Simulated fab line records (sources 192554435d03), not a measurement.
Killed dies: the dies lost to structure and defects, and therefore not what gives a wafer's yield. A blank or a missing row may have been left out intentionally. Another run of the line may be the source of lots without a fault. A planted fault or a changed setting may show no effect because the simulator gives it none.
fab line records || flow n5_finfet || part 2 of 2: steps 26 to 32 of 32
record: {"lots": 5, "wafers": 15, "last_day": 17}
route steps=1938 shown TV_LITHO@1883 TV_OPEN@1887 PAD_METAL@1893 PASSIVATION@1897
lots with no fault: from the same line, run without faults
start_h: the number of hours between the record's first day and the start of the first shown wafer of the lot || wait_h: hours elapsed since this lot's preceding step || " repeats the value in the row above || L1.1+2: one row covering several wafers at once || - value missing, or start not given || * or withheld: withheld || < > ~ a bound
route shown NAME@n: a module of which the file shows steps, and the number in the route of the first || usual: mean/standard deviation taken from wafers without a fault || same: alike in all rows || chamber/n: place in a boat || sites: the reading at each site || _std_site: the standard deviation of these || _edge_site: outer sites' mean less inner sites' || radius_mm: for every site, how far away it sits from the centre of the wafer || mask NAME#n: copy n || behind: tool/chamber where the wafer was last shaped || hold: cause of the lot's hold/its duration in hours/its outcome || device: the transistor (n, p or np) that didn't switch || end of line: at the end of the route, the tests of the same wafers || step lacking rows: just its recipe || killed: dies that structure and defects cost at the first sort, which is not the same as the wafer's yield || map: shows each die of a wafer: x if killed, . if not, _ if none is there
set.NAME: the setting the step ran with; set.NAME@STEP: the setting that earlier step ran with || model.NAME: the simulator's own value behind a step, which no gauge read
lots seen at some steps along the route; tables by step, rows by wafer
services: from which hour (start_h, from the record's first day; less than 0 if before it) a tool's chamber was out of use, for how many hours, and why
== steps ==
step: N5_PASSIVATION_DESCUM_32
recipe: {"chemistry": "O2", "time_s": 7.9, "source_power_w": 50, "bias_power_w": 20, "pressure_mtorr": 20, "rf_frequency_hz": 2.712e+07, "temp_c": 40, "o2_flow_sccm": 225}
usual: {"drypump_motor_current_A": "6.0/0.44", "oes_product_au": "0.85/0.091", "rf_vpp_V": "243.3/1.4", "showerhead_plenum_p_Torr": "2.10/0.077", "throttle_valve_pct": "20.22/0.27"}
same: {"time_s": 7.9}
{"lot.wafer": "L075.4", "tool": "rie_diel-03", "chamber": 3, "start_h": 273.26, "wait_h": 0.0, "drypump_motor_current_A": 5.5, "oes_product_au": 0.84, "rf_hours_counter_h": 76, "rf_vpp_V": 241.5, "showerhead_plenum_p_Torr": 2.03, "throttle_valve_pct": 20.43}
{"lot.wafer": "L075.5", "tool": "rie_diel-03", "chamber": 3, "start_h": 273.26, "wait_h": 0.0, "drypump_motor_current_A": 5.5, "oes_product_au": 0.85, "rf_hours_counter_h": "-", "rf_vpp_V": 241.0, "showerhead_plenum_p_Torr": 2.03, "throttle_valve_pct": 20.40}
{"lot.wafer": "L075.6", "tool": "rie_diel-03", "chamber": 2, "start_h": 273.26, "wait_h": 0.0, "drypump_motor_current_A": 6.0, "oes_product_au": 0.99, "rf_hours_counter_h": "-", "rf_vpp_V": 243.8, "showerhead_plenum_p_Torr": 2.14, "throttle_valve_pct": 20.67}
{"lot.wafer": "L078.1", "tool": "rie_diel-03", "chamber": 0, "start_h": 293.40, "wait_h": 0.0, "drypump_motor_current_A": 5.3, "oes_product_au": 0.68, "rf_hours_counter_h": 230, "rf_vpp_V": 242.3, "showerhead_plenum_p_Torr": 2.07, "throttle_valve_pct": 20.56}
{"lot.wafer": "L078.4", "tool": "rie_diel-03", "chamber": 1, "start_h": 293.40, "wait_h": 0.0, "drypump_motor_current_A": 6.6, "oes_product_au": 0.81, "rf_hours_counter_h": 97, "rf_vpp_V": 242.0, "showerhead_plenum_p_Torr": 2.02, "throttle_valve_pct": 20.08}
{"lot.wafer": "L078.5", "tool": "rie_diel-03", "chamber": 3, "start_h": 293.40, "wait_h": 0.0, "drypump_motor_current_A": 5.5, "oes_product_au": 0.83, "rf_hours_counter_h": "-", "rf_vpp_V": 242.2, "showerhead_plenum_p_Torr": 2.03, "throttle_valve_pct": 20.43}
{"lot.wafer": "L085.2", "tool": "rie_diel-04", "chamber": 2, "start_h": 338.57, "wait_h": 0.0, "drypump_motor_current_A": 6.3, "oes_product_au": 0.92, "rf_hours_counter_h": 22, "rf_vpp_V": 243.0, "showerhead_plenum_p_Torr": 2.03, "throttle_valve_pct": 20.25}
{"lot.wafer": "L085.3", "tool": "rie_diel-04", "chamber": 3, "start_h": 338.57, "wait_h": 0.0, "drypump_motor_current_A": 6.1, "oes_product_au": 0.74, "rf_hours_counter_h": 178, "rf_vpp_V": 241.1, "showerhead_plenum_p_Torr": 1.99, "throttle_valve_pct": 20.24}
{"lot.wafer": "L085.4", "tool": "rie_diel-04", "chamber": 2, "start_h": 338.57, "wait_h": 0.0, "drypump_motor_current_A": 6.3, "oes_product_au": 0.91, "rf_hours_counter_h": "-", "rf_vpp_V": 243.4, "showerhead_plenum_p_Torr": 2.02, "throttle_valve_pct": 20.25}
{"lot.wafer": "L086.3", "tool": "rie_diel-04", "chamber": 3, "start_h": 357.33, "wait_h": 0.0, "drypump_motor_current_A": 6.1, "oes_product_au": 0.74, "rf_hours_counter_h": 185, "rf_vpp_V": 241.3, "showerhead_plenum_p_Torr": 1.99, "throttle_valve_pct": 20.25}
{"lot.wafer": "L086.5", "tool": "rie_diel-04", "chamber": 0, "start_h": 357.33, "wait_h": 0.0, "drypump_motor_current_A": 6.6, "oes_product_au": 0.94, "rf_hours_counter_h": "-", "rf_vpp_V": 244.3, "showerhead_plenum_p_Torr": 2.16, "throttle_valve_pct": 20.06}
{"lot.wafer": "L086.6", "tool": "rie_diel-04", "chamber": 3, "start_h": 357.33, "wait_h": 0.0, "drypump_motor_current_A": 6.1, "oes_product_au": 0.74, "rf_hours_counter_h": "-", "rf_vpp_V": 241.4, "showerhead_plenum_p_Torr": 1.99, "throttle_valve_pct": 20.25}
{"lot.wafer": "L097.4", "tool": "rie_diel-03", "chamber": 1, "start_h": 404.90, "wait_h": 0.0, "drypump_motor_current_A": 6.6, "oes_product_au": 0.78, "rf_hours_counter_h": 143, "rf_vpp_V": 242.3, "showerhead_plenum_p_Torr": 2.00, "throttle_valve_pct": 20.17}
{"lot.wafer": "L097.5", "tool": "rie_diel-03", "chamber": 2, "start_h": 404.90, "wait_h": 0.0, "drypump_motor_current_A": 5.9, "oes_product_au": 0.88, "rf_hours_counter_h": "-", "rf_vpp_V": 242.4, "showerhead_plenum_p_Torr": 2.12, "throttle_valve_pct": 20.73}
{"lot.wafer": "L097.6", "tool": "rie_diel-03", "chamber": 1, "start_h": 404.90, "wait_h": 0.0, "drypump_motor_current_A": 6.6, "oes_product_au": 0.77, "rf_hours_counter_h": "-", "rf_vpp_V": 242.2, "showerhead_plenum_p_Torr": 2.00, "throttle_valve_pct": 20.17}
step: N5_PASSIVATION_AL_ETCH_33
recipe: {"chemistry": "Cl2/BCl3", "target_depth_a": 28000, "over_etch_frac": 0.15, "Cl2_flow_sccm": 180, "bcl3_flow_sccm": 60, "target": "Al", "stop_on": "TaN", "time_s": 466.7, "ion_energy_ev": 100, "pressure_mtorr": 10, "icp_w": 900, "bias_w": 100}
usual: {"drypump_motor_current_A": "5.4/0.46", "oes_product_au": "0.68/0.073", "throttle_valve_pct": "34.2/0.4"}
same: {"time_s": 466.7}
{"lot.wafer": "L075.4", "tool": "rie_metal-02", "chamber": 0, "start_h": 273.48, "wait_h": 0.2, "drypump_motor_current_A": 5.5, "oes_product_au": 0.68, "rf_hours_counter_h": "-", "throttle_valve_pct": 34.4}
{"lot.wafer": "L075.5", "tool": "rie_metal-02", "chamber": 0, "start_h": 273.48, "wait_h": 0.2, "drypump_motor_current_A": 5.5, "oes_product_au": 0.68, "rf_hours_counter_h": "-", "throttle_valve_pct": 34.4}
{"lot.wafer": "L075.6", "tool": "rie_metal-02", "chamber": 1, "start_h": 273.48, "wait_h": 0.2, "drypump_motor_current_A": 5.9, "oes_product_au": 0.69, "rf_hours_counter_h": "-", "throttle_valve_pct": 33.9}
{"lot.wafer": "L078.1", "tool": "rie_metal-02", "chamber": 0, "start_h": 293.49, "wait_h": 0.1, "drypump_motor_current_A": 5.5, "oes_product_au": 0.67, "rf_hours_counter_h": 45, "throttle_valve_pct": 34.4}
{"lot.wafer": "L078.4", "tool": "rie_metal-02", "chamber": 1, "start_h": 293.49, "wait_h": 0.1, "drypump_motor_current_A": 6.0, "oes_product_au": 0.69, "rf_hours_counter_h": "-", "throttle_valve_pct": 33.9}
{"lot.wafer": "L078.5", "tool": "rie_metal-02", "chamber": 1, "start_h": 293.49, "wait_h": 0.1, "drypump_motor_current_A": 6.0, "oes_product_au": 0.69, "rf_hours_counter_h": "-", "throttle_valve_pct": 33.9}
{"lot.wafer": "L085.2", "tool": "rie_metal-02", "chamber": 0, "start_h": 338.66, "wait_h": 0.1, "drypump_motor_current_A": 5.5, "oes_product_au": 0.67, "rf_hours_counter_h": 49, "throttle_valve_pct": 34.4}
{"lot.wafer": "L085.3", "tool": "rie_metal-02", "chamber": 1, "start_h": 338.66, "wait_h": 0.1, "drypump_motor_current_A": 5.9, "oes_product_au": 0.69, "rf_hours_counter_h": "-", "throttle_valve_pct": 33.9}
{"lot.wafer": "L085.4", "tool": "rie_metal-02", "chamber": 0, "start_h": 338.66, "wait_h": 0.1, "drypump_motor_current_A": 5.5, "oes_product_au": 0.67, "rf_hours_counter_h": "-", "throttle_valve_pct": 34.3}
{"lot.wafer": "L086.3", "tool": "rie_metal-02", "chamber": 1, "start_h": 357.55, "wait_h": 0.2, "drypump_motor_current_A": 6.0, "oes_product_au": 0.68, "rf_hours_counter_h": "-", "throttle_valve_pct": 33.9}
{"lot.wafer": "L086.5", "tool": "rie_metal-02", "chamber": 0, "start_h": 357.55, "wait_h": 0.2, "drypump_motor_current_A": 5.5, "oes_product_au": 0.67, "rf_hours_counter_h": "-", "throttle_valve_pct": 34.4}
{"lot.wafer": "L086.6", "tool": "rie_metal-02", "chamber": 1, "start_h": 357.55, "wait_h": 0.2, "drypump_motor_current_A": 5.9, "oes_product_au": 0.68, "rf_hours_counter_h": "-", "throttle_valve_pct": 33.9}
{"lot.wafer": "L097.4", "tool": "rie_metal-03", "chamber": 1, "start_h": 405.12, "wait_h": 0.2, "drypump_motor_current_A": 5.9, "oes_product_au": 0.84, "rf_hours_counter_h": "-", "throttle_valve_pct": 35.0}
{"lot.wafer": "L097.5", "tool": "rie_metal-03", "chamber": 1, "start_h": 405.12, "wait_h": 0.2, "drypump_motor_current_A": 5.9, "oes_product_au": 0.82, "rf_hours_counter_h": "-", "throttle_valve_pct": 35.1}
{"lot.wafer": "L097.6", "tool": "rie_metal-03", "chamber": 0, "start_h": 405.12, "wait_h": 0.2, "drypump_motor_current_A": 4.8, "oes_product_au": 0.60, "rf_hours_counter_h": "-", "throttle_valve_pct": 34.2}
step: N5_PASSIVATION_ETCH_59
recipe: {"chemistry": "Cl2/BCl3", "target": "TaN", "target_depth_a": 650, "time_s": 34.9, "ion_energy_ev": 100, "pressure_mtorr": 10, "icp_w": 900, "bias_w": 100, "Cl2_flow_sccm": 60, "bcl3_flow_sccm": 30}
usual: {"drypump_motor_current_A": "5.4/0.46", "oes_product_au": "0.75/0.082", "throttle_valve_pct": "21.1/0.31"}
same: {"time_s": 34.9}
{"lot.wafer": "L075.4", "tool": "rie_metal-02", "chamber": 0, "start_h": 273.78, "wait_h": 0.2, "drypump_motor_current_A": 5.5, "oes_product_au": 0.74, "rf_hours_counter_h": "-", "throttle_valve_pct": 21.2}
{"lot.wafer": "L075.5", "tool": "rie_metal-02", "chamber": 0, "start_h": 273.78, "wait_h": 0.2, "drypump_motor_current_A": 5.5, "oes_product_au": 0.74, "rf_hours_counter_h": "-", "throttle_valve_pct": 21.2}
{"lot.wafer": "L075.6", "tool": "rie_metal-02", "chamber": 1, "start_h": 273.78, "wait_h": 0.2, "drypump_motor_current_A": 6.0, "oes_product_au": 0.77, "rf_hours_counter_h": "-", "throttle_valve_pct": 20.8}
{"lot.wafer": "L078.1", "tool": "rie_metal-02", "chamber": 0, "start_h": 293.89, "wait_h": 0.3, "drypump_motor_current_A": 5.6, "oes_product_au": 0.74, "rf_hours_counter_h": 45, "throttle_valve_pct": 21.2}
{"lot.wafer": "L078.4", "tool": "rie_metal-02", "chamber": 1, "start_h": 293.89, "wait_h": 0.3, "drypump_motor_current_A": 6.0, "oes_product_au": 0.77, "rf_hours_counter_h": "-", "throttle_valve_pct": 20.8}
{"lot.wafer": "L078.5", "tool": "rie_metal-02", "chamber": 1, "start_h": 293.89, "wait_h": 0.3, "drypump_motor_current_A": 5.9, "oes_product_au": 0.78, "rf_hours_counter_h": "-", "throttle_valve_pct": 20.8}
{"lot.wafer": "L085.2", "tool": "rie_metal-02", "chamber": 0, "start_h": 339.06, "wait_h": 0.3, "drypump_motor_current_A": 5.5, "oes_product_au": 0.74, "rf_hours_counter_h": 50, "throttle_valve_pct": 21.2}
{"lot.wafer": "L085.3", "tool": "rie_metal-02", "chamber": 1, "start_h": 339.06, "wait_h": 0.3, "drypump_motor_current_A": 5.9, "oes_product_au": 0.76, "rf_hours_counter_h": "-", "throttle_valve_pct": 20.8}
{"lot.wafer": "L085.4", "tool": "rie_metal-02", "chamber": 0, "start_h": 339.06, "wait_h": 0.3, "drypump_motor_current_A": 5.5, "oes_product_au": 0.72, "rf_hours_counter_h": "-", "throttle_valve_pct": 21.2}
{"lot.wafer": "L086.3", "tool": "rie_metal-02", "chamber": 1, "start_h": 357.85, "wait_h": 0.2, "drypump_motor_current_A": 6.0, "oes_product_au": 0.77, "rf_hours_counter_h": "-", "throttle_valve_pct": 20.8}
{"lot.wafer": "L086.5", "tool": "rie_metal-02", "chamber": 0, "start_h": 357.85, "wait_h": 0.2, "drypump_motor_current_A": 5.5, "oes_product_au": 0.73, "rf_hours_counter_h": "-", "throttle_valve_pct": 21.2}
{"lot.wafer": "L086.6", "tool": "rie_metal-02", "chamber": 1, "start_h": 357.85, "wait_h": 0.2, "drypump_motor_current_A": 6.0, "oes_product_au": 0.76, "rf_hours_counter_h": "-", "throttle_valve_pct": 20.8}
{"lot.wafer": "L097.4", "tool": "rie_metal-03", "chamber": 1, "start_h": 405.42, "wait_h": 0.2, "drypump_motor_current_A": 5.8, "oes_product_au": 0.91, "rf_hours_counter_h": "-", "throttle_valve_pct": 21.6}
{"lot.wafer": "L097.5", "tool": "rie_metal-03", "chamber": 1, "start_h": 405.42, "wait_h": 0.2, "drypump_motor_current_A": 5.8, "oes_product_au": 0.91, "rf_hours_counter_h": "-", "throttle_valve_pct": 21.6}
{"lot.wafer": "L097.6", "tool": "rie_metal-03", "chamber": 0, "start_h": 405.42, "wait_h": 0.2, "drypump_motor_current_A": 4.8, "oes_product_au": 0.66, "rf_hours_counter_h": "-", "throttle_valve_pct": 21.2}
step: N5_PASSIVATION_STRIP_34
recipe: {"chemistry": "O2", "power_w": 600, "temp_c": 60, "pressure_mtorr": 30, "rf_frequency_hz": 6e+07, "bias_power_w": 0, "overash_fraction": 2, "o2_flow_sccm": 225}
usual: {"drypump_motor_current_A": "6.0/0.43", "oes_product_au": "0.84/0.092", "rf_vpp_V": "3.8/1.5", "showerhead_plenum_p_Torr": "2.10/0.076", "throttle_valve_pct": "16.49/0.24"}
same: {"overash_fraction": 2}
{"lot.wafer": "L075.4", "tool": "rie_diel-04", "chamber": 3, "start_h": 273.88, "wait_h": 0.1, "drypump_motor_current_A": 6.1, "oes_product_au": 0.76, "rf_hours_counter_h": "-", "rf_vpp_V": 6.0, "showerhead_plenum_p_Torr": 2.01, "throttle_valve_pct": 16.53}
{"lot.wafer": "L075.5", "tool": "rie_diel-04", "chamber": 0, "start_h": 273.88, "wait_h": 0.1, "drypump_motor_current_A": 6.6, "oes_product_au": 0.69, "rf_hours_counter_h": "-", "rf_vpp_V": 4.8, "showerhead_plenum_p_Torr": 2.17, "throttle_valve_pct": 16.61}
{"lot.wafer": "L075.6", "tool": "rie_diel-04", "chamber": 1, "start_h": 273.88, "wait_h": 0.1, "drypump_motor_current_A": 6.1, "oes_product_au": 0.97, "rf_hours_counter_h": "-", "rf_vpp_V": 2.6, "showerhead_plenum_p_Torr": 2.16, "throttle_valve_pct": 16.21}
{"lot.wafer": "L078.1", "tool": "rie_diel-04", "chamber": 3, "start_h": 294.00, "wait_h": 0.1, "drypump_motor_current_A": 6.1, "oes_product_au": 0.77, "rf_hours_counter_h": 162, "rf_vpp_V": 3.9, "showerhead_plenum_p_Torr": 2.00, "throttle_valve_pct": 16.54}
{"lot.wafer": "L078.4", "tool": "rie_diel-04", "chamber": 2, "start_h": 294.00, "wait_h": 0.1, "drypump_motor_current_A": 6.3, "oes_product_au": 0.98, "rf_hours_counter_h": 2, "rf_vpp_V": 5.8, "showerhead_plenum_p_Torr": 2.04, "throttle_valve_pct": 16.52}
{"lot.wafer": "L078.5", "tool": "rie_diel-04", "chamber": 0, "start_h": 294.00, "wait_h": 0.1, "drypump_motor_current_A": 6.6, "oes_product_au": 0.65, "rf_hours_counter_h": "-", "rf_vpp_V": 3.2, "showerhead_plenum_p_Torr": 2.17, "throttle_valve_pct": 16.60}
{"lot.wafer": "L085.2", "tool": "rie_diel-05", "chamber": 2, "start_h": 339.18, "wait_h": 0.1, "drypump_motor_current_A": 5.9, "oes_product_au": 0.90, "rf_hours_counter_h": 47, "rf_vpp_V": 4.2, "showerhead_plenum_p_Torr": 2.23, "throttle_valve_pct": 16.52}
{"lot.wafer": "L085.3", "tool": "rie_diel-05", "chamber": 3, "start_h": 339.18, "wait_h": 0.1, "drypump_motor_current_A": 6.2, "oes_product_au": 0.88, "rf_hours_counter_h": 14, "rf_vpp_V": 2.7, "showerhead_plenum_p_Torr": 2.12, "throttle_valve_pct": 15.96}
{"lot.wafer": "L085.4", "tool": "rie_diel-05", "chamber": 0, "start_h": 339.18, "wait_h": 0.1, "drypump_motor_current_A": 5.9, "oes_product_au": 0.90, "rf_hours_counter_h": "-", "rf_vpp_V": 5.8, "showerhead_plenum_p_Torr": 2.24, "throttle_valve_pct": 16.24}
{"lot.wafer": "L086.3", "tool": "rie_diel-03", "chamber": 1, "start_h": 357.94, "wait_h": 0.1, "drypump_motor_current_A": 6.6, "oes_product_au": 0.81, "rf_hours_counter_h": 122, "rf_vpp_V": 3.4, "showerhead_plenum_p_Torr": 2.02, "throttle_valve_pct": 16.45}
{"lot.wafer": "L086.5", "tool": "rie_diel-03", "chamber": 2, "start_h": 357.94, "wait_h": 0.1, "drypump_motor_current_A": 6.0, "oes_product_au": 0.87, "rf_hours_counter_h": "-", "rf_vpp_V": 2.0, "showerhead_plenum_p_Torr": 2.13, "throttle_valve_pct": 16.85}
{"lot.wafer": "L086.6", "tool": "rie_diel-03", "chamber": 3, "start_h": 357.94, "wait_h": 0.1, "drypump_motor_current_A": 5.5, "oes_product_au": 0.79, "rf_hours_counter_h": "-", "rf_vpp_V": 5.6, "showerhead_plenum_p_Torr": 2.03, "throttle_valve_pct": 16.68}
{"lot.wafer": "L097.4", "tool": "rie_diel-03", "chamber": 3, "start_h": 405.50, "wait_h": 0.1, "drypump_motor_current_A": 5.5, "oes_product_au": 0.79, "rf_hours_counter_h": 127, "rf_vpp_V": 6.6, "showerhead_plenum_p_Torr": 2.02, "throttle_valve_pct": 16.73}
{"lot.wafer": "L097.5", "tool": "rie_diel-03", "chamber": 2, "start_h": 405.50, "wait_h": 0.1, "drypump_motor_current_A": 6.0, "oes_product_au": 0.86, "rf_hours_counter_h": "-", "rf_vpp_V": 2.3, "showerhead_plenum_p_Torr": 2.13, "throttle_valve_pct": 16.90}
{"lot.wafer": "L097.6", "tool": "rie_diel-03", "chamber": 1, "start_h": 405.50, "wait_h": 0.1, "drypump_motor_current_A": 6.6, "oes_product_au": 0.76, "rf_hours_counter_h": "-", "rf_vpp_V": 6.0, "showerhead_plenum_p_Torr": 2.01, "throttle_valve_pct": 16.48}
step: N5_PASSIVATION_STRIP_51
recipe: {"chemistry": "post_etch_residue_remover", "time_s": 1200, "temp_c": 72.5}
same: {"time_s": 1200}
{"lot.wafer": "L075.4+5+6", "tool": "wet_bench-03", "chamber": "2,0,3", "start_h": 273.93, "wait_h": "-"}
{"lot.wafer": "L078.1+4+5", "tool": "wet_bench-05", "chamber": "0,4,5", "start_h": 294.07, "wait_h": "-"}
{"lot.wafer": "L085.2+3+4", "tool": "wet_bench-05", "chamber": "5,3,2", "start_h": 339.24, "wait_h": "-"}
{"lot.wafer": "L086.3+5+6", "tool": "wet_bench-05", "chamber": "1,2,3", "start_h": 358.00, "wait_h": "-"}
{"lot.wafer": "L097.4+5+6", "tool": "wet_bench-04", "chamber": "4,5,2", "start_h": 405.57, "wait_h": "-"}
step: N5_PASSIVATION_CLEAN_69
recipe: {"chemistry": "IPA", "time_s": 180, "temp_c": 25}
same: {"time_s": 180}
{"lot.wafer": "L075.4+5+6", "tool": "wet_bench-03", "chamber": "2,0,3", "start_h": 274.26, "wait_h": 0.0}
{"lot.wafer": "L078.1+4+5", "tool": "wet_bench-05", "chamber": "0,4,5", "start_h": 294.43, "wait_h": 0.0}
{"lot.wafer": "L085.2+3+4", "tool": "wet_bench-05", "chamber": "5,3,2", "start_h": 339.58, "wait_h": 0.0}
{"lot.wafer": "L086.3+5+6", "tool": "wet_bench-05", "chamber": "1,2,3", "start_h": 358.34, "wait_h": 0.0}
{"lot.wafer": "L097.4+5+6", "tool": "wet_bench-04", "chamber": "4,5,2", "start_h": 405.90, "wait_h": 0.0}
step: N5_PASSIVATION_SRD_70
recipe: {"dry": "ipa_marangoni", "time_s": 30, "temp_c": 23, "rinse_liquid": "diw"}
same: {"time_s": 30}
{"lot.wafer": "L075.4+5+6", "tool": "wet_bench-03", "chamber": "2,0,3", "start_h": 274.31, "wait_h": 0.0}
{"lot.wafer": "L078.1+4+5", "tool": "wet_bench-05", "chamber": "0,4,5", "start_h": 294.49, "wait_h": 0.0}
{"lot.wafer": "L085.2+3+4", "tool": "wet_bench-05", "chamber": "5,3,2", "start_h": 339.63, "wait_h": 0.0}
{"lot.wafer": "L086.3+5+6", "tool": "wet_bench-05", "chamber": "1,2,3", "start_h": 358.39, "wait_h": 0.0}
{"lot.wafer": "L097.4+5+6", "tool": "wet_bench-04", "chamber": "4,5,2", "start_h": 405.96, "wait_h": 0.0}
== services ==
{"tool": "rie_metal-02", "chamber": 1, "start_h": 247.55, "hours": 14.2, "kind": "repair"}
{"tool": "rie_diel-04", "chamber": 3, "start_h": 254.77, "hours": 12.9, "kind": "repair"}
{"tool": "krf_scanner-02", "chamber": "-", "start_h": 259.87, "hours": 0.8, "kind": "pm"}
{"tool": "krf_scanner-01", "chamber": "-", "start_h": 280.15, "hours": 0.8, "kind": "pm"}
{"tool": "krf_scanner-02", "chamber": "-", "start_h": 301.11, "hours": 4.0, "kind": "pm"}
{"tool": "wet_bench-06", "chamber": "-", "start_h": 302.24, "hours": 1.5, "kind": "repair"}
{"tool": "rie_diel-03", "chamber": 3, "start_h": 308.90, "hours": 6.4, "kind": "repair"}
{"tool": "rie_diel-01", "chamber": 1, "start_h": 313.05, "hours": 21.1, "kind": "repair"}
{"tool": "krf_scanner-02", "chamber": "-", "start_h": 315.67, "hours": 1.3, "kind": "pm"}
{"tool": "krf_scanner-02", "chamber": "-", "start_h": 320.67, "hours": 0.6, "kind": "repair"}
{"tool": "rie_metal-03", "chamber": "-", "start_h": 321.59, "hours": 1.4, "kind": "pm"}
{"tool": "rie_diel-04", "chamber": 3, "start_h": 323.50, "hours": 7.8, "kind": "repair"}
{"tool": "rie_metal-02", "chamber": 1, "start_h": 326.92, "hours": 5.5, "kind": "repair"}
{"tool": "rie_diel-04", "chamber": 0, "start_h": 329.44, "hours": 10.8, "kind": "repair"}
{"tool": "rie_diel-03", "chamber": 0, "start_h": 331.16, "hours": 12.6, "kind": "repair"}
{"tool": "rie_diel-06", "chamber": 3, "start_h": 342.18, "hours": 7.7, "kind": "repair"}
{"tool": "krf_scanner-01", "chamber": "-", "start_h": 343.82, "hours": 1.3, "kind": "pm"}
{"tool": "rie_diel-06", "chamber": 0, "start_h": 344.37, "hours": 5.4, "kind": "repair"}
{"tool": "wet_bench-04", "chamber": "-", "start_h": 354.31, "hours": 6.4, "kind": "repair"}
{"tool": "rie_metal-02", "chamber": 0, "start_h": 366.10, "hours": 2.4, "kind": "repair"}
{"tool": "krf_scanner-02", "chamber": "-", "start_h": 369.85, "hours": 1.0, "kind": "pm"}
{"tool": "krf_scanner-02", "chamber": "-", "start_h": 372.59, "hours": 0.8, "kind": "repair"}
{"tool": "krf_scanner-02", "chamber": "-", "start_h": 382.76, "hours": 0.3, "kind": "repair"}
{"tool": "rie_diel-04", "chamber": "-", "start_h": 398.00, "hours": 2.8, "kind": "pm"}
